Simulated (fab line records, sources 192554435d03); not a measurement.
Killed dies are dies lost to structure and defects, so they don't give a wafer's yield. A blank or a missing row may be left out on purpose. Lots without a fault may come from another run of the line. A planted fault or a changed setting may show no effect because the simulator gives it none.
One fault seen from 3 desks | flow n5_finfet | each desk has only its own numbers; what lay behind them comes last

THE DEFECT DESK
What the inspections along the route counted, lot by lot: means of the sampled wafers that have a number. A lot is out of limits, marked OUT, if its mean lies more than 4 standard deviations from the usual mean; the brackets give that distance.
Columns: A = raw_defect_count at N5_SD_EPI_P_INSPECT_11, usual 2.1
lot  | first seen here | A
L925 | day 3 07:10     | 2.7
L927 | day 3 17:25     | 4.0
L930 | day 4 10:34     | 2.0
L935 | day 5 16:05     | 2.0
L938 | day 6 11:24     | 2.0
L940 | day 6 23:01     | 1.3
L941 | day 7 04:13     | 2.3
L942 | day 7 11:13     | 2.3
L946 | day 8 12:13     | 2.3
This desk's finding: nothing out of limits on any of the 9 lots.

THE METROLOGY DESK
What the gauges read, lot by lot, whatever tool the lot ran on: means of the sampled wafers that have a number. A lot is out of limits, marked OUT, if its mean lies more than 4 standard deviations from the usual mean; the brackets give that distance. Of its 12 readings 7 are shown: the one that was out of limits first, and those that lie furthest out on some lot.
Columns: A = cd_nm at N5_SD_EPI_P_CD_MEAS_09, usual 240.3 nm; B = DIBL_N at N5_BEOL_M4_RC_MEAS_101, usual 36.4 mV/V; C = DIBL_P at N5_BEOL_M4_RC_MEAS_101, usual 36.5 mV/V; D = IOFF_N at N5_BEOL_M4_RC_MEAS_101, usual 0.154 nA/um; E = IOFF_P at N5_BEOL_M4_RC_MEAS_101, usual 0.202 nA/um; F = ION_N at N5_BEOL_M4_RC_MEAS_101, usual 671 uA/um; G = SS_N at N5_BEOL_M4_RC_MEAS_101, usual 71.6 mV/dec
lot  | first seen here | A               | B    | C    | D     | E     | F   | G
L925 | day 3 02:49     | 240.3           | 39.6 | 38.3 | 0.194 | 0.231 | 689 | 72.9
L927 | day 3 12:47     | 240.0           | 36.7 | 36.6 | 0.155 | 0.195 | 665 | 71.2
L930 | day 4 05:57     | 239.9           | 36.0 | 36.3 | 0.142 | 0.196 | 679 | 71.8
L935 | day 5 11:40     | 240.8           | 36.2 | 35.4 | 0.148 | 0.209 | 675 | 71.3
L938 | day 6 06:54     | 239.6           | 35.2 | 35.3 | 0.146 | 0.189 | 674 | 71.6
L940 | day 6 18:36     | 239.7           | 36.1 | 35.1 | 0.157 | 0.204 | 665 | 72.1
L941 | day 6 23:37     | 224.7 (-21) OUT | 34.5 | 35.2 | 0.135 | 0.194 | 667 | 71.2
L942 | day 7 06:15     | 224.8 (-20) OUT | 35.7 | 35.4 | 0.135 | 0.192 | 658 | 71.5
L946 | day 8 07:01     | 241.1           | 38.2 | 40.8 | 0.200 | 0.252 | 675 | 72.5
This desk's finding: out of limits on L941, L942; first on L941, day 7 04:09 (cd_nm at N5_SD_EPI_P_CD_MEAS_09). In limits: L925, L927, L930, L935, L938, L940, L946.

THE TOOL OWNER'S DESK: litho_track-04
The tool's own readings at N5_SD_EPI_P_PEB_07 (peb time 60 s): means of the sampled wafers that have a number, for each lot that ran on this tool. A lot is out of limits, marked OUT, if its mean lies more than 4 standard deviations from the usual mean; the brackets give that distance.
Columns: A = heater_power_total_W at N5_SD_EPI_P_PEB_07, usual 175.3 W; B = plate_temp_C at N5_SD_EPI_P_PEB_07, usual 110.01 C
lot  | first seen here | A               | B
L927 | day 3 17:18     | 175.3           | 109.89
L930 | day 4 10:27     | 176.8           | 109.91
L935 | day 5 15:58     | 174.6           | 110.01
L941 | day 7 04:05     | 225.8 (+30) OUT | -
L942 | day 7 11:05     | 223.8 (+29) OUT | -
This desk's finding: out of limits on L941, L942; first on L941, day 7 04:05 (heater_power_total_W at N5_SD_EPI_P_PEB_07). In limits: L927, L930, L935.

PUT TOGETHER
The tool owner's desk could have raised an alarm at day 7 04:05, on L941, L942.
The metrology desk could have raised an alarm at day 7 04:09, on L941, L942.
The defect desk saw nothing out of limits.
The defect desk has L941, L942 on record, within its limits.
Of the lots named, all ran N5_SD_EPI_P_PEB_07 on litho_track-04.

WHAT THE SIMULATOR HAD PUT IN
Process parameter drift: litho_track-04, from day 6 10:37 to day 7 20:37, at N5_SD_EPI_P_PEB_07. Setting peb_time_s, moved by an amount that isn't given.
Lots struck among those shown: L941, L942.
Hours from the fault's start to each desk's first reading out of limits: the tool owner's desk, 17; the metrology desk, 18.
